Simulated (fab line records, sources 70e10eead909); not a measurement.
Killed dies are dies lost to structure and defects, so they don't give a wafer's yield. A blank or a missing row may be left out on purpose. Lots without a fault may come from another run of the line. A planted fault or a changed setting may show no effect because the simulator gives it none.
fab line records | flow nand_harc
record lots=14 wafers=42 last_day=33
route steps=1302 shown A_BLC@1121 A_M0@1158
lots that met no fault: from a run of the same line without faults
start_h: hours from the record's first day to the start of the lot's first wafer shown | wait_h: hours since the lot's step before | " the same as in the row above | L1.1+2: a row that stands for several wafers | - no value, or no start given | * or withheld: withheld | < > ~ a bound
route shown NAME@n: a module of which the file shows steps, and the number in the route of the first | usual: mean/standard deviation of fault-free wafers | same: alike in all rows | chamber/n: place in a boat | sites: the reading at each site | _std_site: their standard deviation | _edge_site: outer sites' mean less inner sites' | radius_mm: how far each site lies from the wafer's centre | mask NAME#n: copy n | behind: the tool/chamber that last shaped the wafer | hold: why the lot was held/for how many hours/how that ended | device: the transistor (n, p or np) that didn't switch | end of line: the same wafers' tests at the end of the route | a step without rows: its recipe alone | killed: dies lost to structure and defects at the first sort, not the wafer's yield | map: a wafer's dies, x killed, . not, _ none there
set.NAME: the setting as run; set.NAME@STEP: as run at that earlier step | model.NAME: the simulator's own value behind a step, which no gauge read
steps of the route over a sample of lots; a table a step, a row a wafer
services: from which hour (start_h, from the record's first day; less than 0 if before it) a tool's chamber was out of use, for how many hours, and why
## steps
# step NHARC_A_BLC_ETCH_16
# recipe target_depth_a=390 over_etch_frac=0.3 time_s=65 ion_energy_ev=80 cf4_flow_sccm=150 ar_flow_sccm=0 rf_w=300 bias_w=100 chemistry=CF4
# usual drypump_motor_current_A=5.4/0.42 mfc_ar_sccm=0.009/0.011 oes_product_au=1.001/0.013 rf_vpp_V=151.3/1.3 showerhead_plenum_p_Torr=1.76/0.079 throttle_valve_pct=13.284/0.0095
# columns lot.wafer tool chamber start_h wait_h drypump_motor_current_A mfc_ar_sccm oes_product_au rf_hours_counter_h rf_vpp_V showerhead_plenum_p_Torr throttle_valve_pct
L324.4 rie_diel-04 2 504.72 0.1 5.2 0.015 1.003 13 149.9 1.70 13.291
L324.1 " 3 " " 5.2 0 1.008 12 154.0 1.85 13.289
L324.2 " 0 " " 5.8 0 1.000 12 150.9 1.80 13.281
L325.2 rie_diel-10 2 524.51 0.1 5.2 0 1.007 5 151.8 1.83 13.295
L325.5 " 0 " " 5.0 0 1.011 - 151.0 1.75 13.287
L325.6 " 1 " " 5.1 0.014 1.018 - 149.8 1.68 13.271
L326.2 rie_diel-10 1 530.91 0.1 5.1 0.014 1.000 6 150.4 1.68 13.273
L326.1 " 2 " " 5.2 0 0.995 5 151.5 1.83 13.297
L326.5 " 0 " " 5.0 0 1.012 - 152.4 1.75 13.280
L327.3 rie_diel-10 2 533.93 0.2 5.2 0 1.009 6 154.1 1.83 13.274
L327.2 " 3 " " 5.0 0.012 0.994 7 150.7 1.66 13.280
L327.6 " 3 " " 5.1 0.012 0.989 - 149.3 1.66 13.295
L329.2 rie_diel-10 2 566.23 0.1 5.2 0 1.007 8 152.4 1.83 13.289
L329.5 " 2 " " 5.2 0 1.007 - 151.5 1.83 13.280
L329.6 " 3 " " 5.0 0.012 0.984 - 148.3 1.66 13.281
L330.3 rie_diel-04 2 595.36 0.1 5.2 0.015 1.025 5 150.2 1.70 13.286
L330.1 " 0 " " 5.8 0 0.978 5 152.6 1.80 13.272
L330.5 " 0 " " 5.8 0 0.988 - 151.8 1.80 13.293
L333.2 rie_diel-04 1 617.92 0.1 6.4 0.038 1.004 5 151.7 1.85 13.279
L333.4 " 2 " " 5.1 0.015 1.009 7 152.3 1.70 13.278
L333.6 " 1 " " 6.4 0.038 0.997 - 152.8 1.85 13.284
L341.4 rie_diel-04 2 691.64 0.1 5.2 0.015 1.013 15 149.9 1.69 13.292
L341.3 " 3 " " 5.2 0 1.020 15 152.4 1.85 13.290
L341.6 " 2 " " 5.2 0.015 1.014 - 150.5 1.69 13.274
L343.1 rie_diel-04 2 702.68 0.1 5.2 0.015 1.023 16 150.3 1.69 13.280
L343.2 " 3 " " 5.2 0 1.016 16 153.5 1.85 13.283
L343.3 " 1 " " 6.4 0.038 0.999 13 153.5 1.85 13.289
L344.4 rie_diel-10 2 708.99 0.1 5.2 0 1.009 5 153.0 1.83 13.295
L344.1 " 3 " " 5.1 0.012 0.980 5 149.5 1.66 13.290
L344.2 " 1 " " 5.1 0.014 0.995 5 150.1 1.68 13.278
L342.1 rie_diel-10 2 709.37 0.3 5.2 0 1.006 5 151.9 1.83 13.291
L342.2 " 3 " " 5.1 0.012 0.988 5 150.5 1.65 13.298
L342.3 " 1 " " 5.1 0.014 0.986 6 149.2 1.68 13.273
L345.2 rie_diel-01 1 718.82 0.2 6.4 0 1.002 50 149.5 1.65 13.288
L345.3 " 2 " " 5.6 0.017 1.003 50 151.5 1.89 13.281
L345.6 " 3 " " 5.8 0.004 0.999 - 153.2 1.86 13.276
L347.3 rie_diel-01 0 734.96 0.1 5.4 0.012 0.990 50 152.5 1.76 13.278
L347.2 " 2 " " 5.7 0.017 0.989 53 151.1 1.89 13.277
L347.6 " 3 " " 5.8 0.004 1.005 - 152.0 1.86 13.282
L346.1 rie_diel-04 2 736.78 0.1 5.2 0.015 1.005 1 150.7 1.69 13.296
L346.2 " 3 " " 5.2 0 1.002 1 152.5 1.85 13.276
L346.6 " 2 " " 5.2 0.015 1.011 - 151.8 1.69 13.279
# step NHARC_A_BLC_ALD_23
# recipe target_thk_a=30 pulse_time_s=1 ald_cycles=150 temp_c=450 material=TiN
# usual heater_power_w=1090/75 precursor_pulse_height_rel=1.001/0.019
# columns lot.wafer tool chamber start_h wait_h heater_power_w precursor_pulse_height_rel
L324.1 ald_metal-01 1 506.45 - 1044 0.995
L324.2 " 2 " " 1005 1.009
L324.4 " 3 " " 1399 1.022
L325.2 ald_metal-03 0 526.28 - 1041 0.976
L325.5 " 1 " " 1083 1.025
L325.6 " 2 " " 1092 1.012
L326.1 ald_metal-03 3 532.66 - 1016 1.002
L326.2 " 1 " " 1085 1.007
L326.5 " 2 " " 1091 1.009
L327.2 ald_metal-04 2 535.71 - 1128 1.023
L327.3 " 3 " " 1180 1.025
L327.6 " 2 " " 1117 1.006
L329.2 ald_metal-04 0 567.95 - 1026 1.026
L329.6 " 0 " " 1018 0.970
L329.5 " 1 " " 1245 0.998
L330.3 ald_metal-04 1 597.40 - 1209 0.992
L330.1 " 3 " " 1162 1.013
L330.5 " 1 " " 1204 1.024
L333.2 ald_metal-03 0 619.66 - 1063 0.999
L333.4 " 1 " " 1049 0.991
L333.6 " 3 " " 1057 0.999
L341.3 ald_metal-04 0 693.42 - 1075 1.003
L341.4 " 1 " " 1112 0.982
L341.6 " 2 " " 1153 0.970
L343.2 ald_metal-04 1 704.41 - 1110 1.017
L343.1 " 2 " " 1134 0.982
L343.3 " 3 " " 1114 0.976
L344.4 ald_metal-03 0 711.04 - 1025 1.004
L344.1 " 2 " " 1058 0.982
L344.2 " 3 " " 1041 1.000
L342.3 ald_metal-04 3 711.28 - 1121 1.000
L342.1 " 0 " " 1072 1.014
L342.2 " 1 " " 1129 1.000
L345.2 ald_metal-04 0 720.64 - 1090 1.034
L345.3 " 1 " " 1122 1.018
L345.6 " 2 " " 1148 1.043
L347.2 ald_metal-01 0 736.73 - 1025 1.035
L347.3 " 3 " " 1261 1.012
L347.6 " 1 " " 1036 0.991
L346.2 ald_metal-04 1 738.58 - 1118 1.003
L346.1 " 2 " " 1188 0.979
L346.6 " 0 " " 1079 1.006
# step NHARC_A_M0_PVD_20
# recipe target_thk_a=50 bias_v=168.6 power_w=15000 chamber_pressure_pa=0.12 time_s=8.06 substrate_temp_c=50 material=TaN
# usual throttle_valve_pct=30.0/0.85
# columns lot.wafer tool chamber start_h wait_h throttle_valve_pct
L324.4 pvd_sputter-02 - - - 30.5
L324.1 " - " " 28.6
L324.2 " - " " 31.6
L325.2 pvd_sputter-02 - - - 29.8
L325.5 " - " " 29.8
L325.6 " - " " 30.8
L326.2 pvd_sputter-02 - - - 28.4
L326.1 " - " " 30.7
L326.5 " - " " 31.6
L327.3 pvd_sputter-03 - - - 30.3
L327.2 " - " " 28.7
L327.6 " - " " 30.4
L329.2 pvd_sputter-02 - - - 31.4
L329.6 " - " " 28.7
L329.5 " - " " 31.5
L330.3 pvd_sputter-02 - - - 30.5
L330.1 " - " " 28.7
L330.5 " - " " 28.2
L333.2 pvd_sputter-02 - - - 31.5
L333.4 " - " " 30.8
L333.6 " - " " 29.7
L341.4 pvd_sputter-02 - - - 30.3
L341.3 " - " " 31.9
L341.6 " - " " 30.3
L343.3 pvd_sputter-01 - - - 30.3
L343.1 " - " " 30.2
L343.2 " - " " 29.8
L344.1 pvd_sputter-02 - - - 30.3
L344.4 " - " " 29.0
L344.2 " - " " 29.8
L342.1 pvd_sputter-03 - - - 30.7
L342.2 " - " " 29.5
L342.3 " - " " 29.5
L345.3 pvd_sputter-01 - - - 30.0
L345.2 " - " " 29.1
L345.6 " - " " 30.0
L347.2 pvd_sputter-01 - - - 29.9
L347.3 " - " " 30.2
L347.6 " - " " 30.2
L346.2 pvd_sputter-03 - - - 30.6
L346.1 " - " " 29.9
L346.6 " - " " 30.8
# step NHARC_A_M0_ECD_22
# recipe target_thk_a=4000 bath_temp_c=25 material=Cu
# columns lot.wafer tool chamber start_h wait_h
L324.2+1+4 ecd_cu-01 0,1,0 509.95 -
L325.2+5+6 ecd_cu-02 0,0,1 529.84 -
L326.2+1+5 ecd_cu-02 0,1,0 536.26 -
L327.2+3+6 ecd_cu-02 0 539.25 -
L329.2+6+5 ecd_cu-01 0,0,1 571.89 -
L330.1+3+5 ecd_cu-01 0 600.77 -
L333.2+4+6 ecd_cu-01 1,0,1 623.24 -
L341.4+3+6 ecd_cu-01 0,1,1 696.85 -
L343.2+1+3 ecd_cu-01 1,0,0 707.79 -
L344.1+2+4 ecd_cu-02 1,0,0 714.41 -
L342.1+2+3 ecd_cu-01 1,0,0 714.70 -
L345.2+3+6 ecd_cu-02 0,1,0 724.30 -
L347.2+3+6 ecd_cu-01 0,0,1 740.30 -
L346.2+1+6 ecd_cu-02 0,1,0 742.09 -
# step NHARC_A_M0_CMP_23
# recipe t_overpolish_s=20 target_thk_nm=113.75
# usual motor_current_A=11.7/1.2 time_to_endpoint_s=30.3/2.8
# columns lot.wafer tool chamber start_h wait_h motor_current_A time_to_endpoint_s
L324.1 cmp-02 1 510.70 - 11.2 35.4
L324.2 " 2 " " 11.3 34.5
L324.4 " 3 " " 14.1 30.3
L325.2 cmp-04 2 530.61 - 10.9 22.7
L325.6 " 0 " " 12.9 29.8
L325.5 " 1 " " 12.6 31.9
L326.1 cmp-02 1 536.98 - 11.4 27.8
L326.2 " 3 " " 13.8 24.4
L326.5 " 2 " " 10.7 28.8
L327.3 cmp-04 3 540.01 - 15.0 29.6
L327.2 " 0 " " 13.0 28.3
L327.6 " 3 " " 14.5 29.0
L329.2 cmp-01 0 572.67 - 11.1 30.5
L329.6 " 3 " " 10.4 30.9
L329.5 " 0 " " 11.0 29.0
L330.3 cmp-01 3 601.55 - 10.2 28.7
L330.1 " 0 " " 10.8 33.5
L330.5 " 1 " " 10.6 9.4
L333.4 cmp-02 3 623.95 - 13.2 28.8
L333.2 " 0 " " 11.6 35.4
L333.6 " 3 " " 13.2 10.5
L341.3 cmp-04 0 697.48 - 12.1 31.9
L341.4 " 2 " " 11.1 27.6
L341.6 " 1 " " 11.9 30.7
L343.3 cmp-02 1 708.52 - 11.1 31.6
L343.1 " 2 " " 11.0 31.4
L343.2 " 0 " " 11.6 36.7
L344.2 cmp-02 0 715.13 - 11.9 34.2
L344.4 " 1 " " 10.7 28.7
L344.1 " 2 " " 10.7 28.2
L342.3 cmp-04 0 715.45 - 12.6 30.1
L342.2 " 1 " " 12.1 32.4
L342.1 " 2 " " 10.9 27.7
L345.2 cmp-01 2 725.01 - 11.1 31.1
L345.3 " 0 " " 11.3 31.0
L345.6 " 1 " " 10.7 31.8
L347.3 cmp-04 0 740.97 - 12.1 28.9
L347.2 " 3 " " 14.4 32.0
L347.6 " 0 " " 12.5 33.1
L346.1 cmp-01 2 742.83 - 11.8 28.7
L346.2 " 3 " " 10.7 31.1
L346.6 " 1 " " 11.0 28.1
## services
# columns tool chamber start_h hours kind
cmp-04 - 496.82 1.0 repair
cmp-02 - 500.73 0.5 repair
cmp-04 - 503.14 4.0 pm
cmp-04 - 508.03 5.6 repair
ecd_cu-01 - 512.00 8.0 pm
cmp-02 - 526.68 4.0 pm
ecd_cu-01 - 531.23 0.7 repair
cmp-04 - 542.58 2.1 repair
rie_diel-04 1 545.01 15.0 repair
ald_metal-04 2 585.03 20.9 repair
rie_diel-04 1 593.36 8.4 repair
ecd_cu-02 - 596.00 8.0 pm
rie_diel-10 - 596.56 9.0 pm
ecd_cu-02 - 610.22 2.5 repair
pvd_sputter-02 - 638.96 10.0 pm
rie_diel-10 2 641.59 12.1 repair
ald_metal-04 - 652.00 10.0 pm
ecd_cu-02 - 677.93 2.1 repair
ald_metal-04 - 679.27 1.3 repair
pvd_sputter-02 - 683.60 11.2 repair
ecd_cu-01 - 688.00 8.0 pm
rie_diel-04 - 708.92 9.0 pm
rie_diel-10 1 715.74 32.8 repair
pvd_sputter-02 - 727.74 30.5 repair
## key
first_sign step=NHARC_A_M0_CMP_23 reading=time_to_endpoint_s direction=down sigmas=7.3 usual=* struck=*
effect none on later readings
met_at NHARC_A_M0_ECD_22
struck_lots L330,L333
struck_wafers L330.5,L333.6
later_rows_left_out L330.5,L333.6
sort_left_out L330.5,L333.6
not_acting_at NHARC_A_BLC_ETCH_16,NHARC_A_BLC_ALD_23,NHARC_A_M0_PVD_20
onset_between 571.89 600.77
fault kind=process_parameter_drift tool=ecd_cu-01 chamber=- onset_h=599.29 steps=NHARC_A_M0_ECD_22 channel=target_thk_a offset=* shape=step end_h=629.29 scope=struck_wafers_only acts_in=* stated=*
# sort_left_out: the simulated sort isn't trusted on such a fault, so these wafers' sort isn't shown, and their yield isn't known
# later_rows_left_out: the simulator's readings of these wafers behind a module that went badly wrong aren't trusted and aren't shown, but for the sort
